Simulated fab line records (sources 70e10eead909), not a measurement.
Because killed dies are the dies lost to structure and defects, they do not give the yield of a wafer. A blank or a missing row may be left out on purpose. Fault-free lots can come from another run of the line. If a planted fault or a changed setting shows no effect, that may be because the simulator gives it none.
Chamber matching	flow nand_harc	4 sister chambers for NHARC_A_STAIRCASE_DESCUM_219 on rie_diel-13
The step chemistry O2, time 3 s. 4 wafers are shown with their chamber, then 7 later ones without.

== EACH WAFER AND ITS CHAMBER ==
wafer	chamber	showerhead_plenum_p_Torr (Torr)
L084.5	2	1.98
L089.6	1	1.79
L091.3	0	1.90
L091.5	3	2.02

== WAFERS WITH NO CHAMBER GIVEN ==
wafer	showerhead_plenum_p_Torr (Torr)
L091.6	1.97
L094.2	1.89
L094.4	2.02
L094.6	1.79
L096.1	1.97
L096.2	1.78
L096.3	2.01

== WHICH CHAMBER EACH ONE RAN IN ==
wafer	from the rows above	in truth
L091.6	2	2
L094.2	0	0
L094.4	3	3
L094.6	1	1
L096.1	2	2
L096.2	1	1
L096.3	3	3
Placed correctly: 7 of 7. Number that these rows cannot place: 0. Placed wrongly: 0.
How it was worked out, from the rows above alone: a wafer's distance from a chamber is the root of the sum, over the readings, of the square of ((its reading less the chamber's mean) divided by the reading's scatter). The wafer belongs to the nearest chamber; if the next one is less than 2 further off, it can't be placed. A chamber's mean is the mean of its shown wafers. The scatter: root of mean squared gap, hidden wafer to nearest shown wafer, with one shown wafer a chamber.
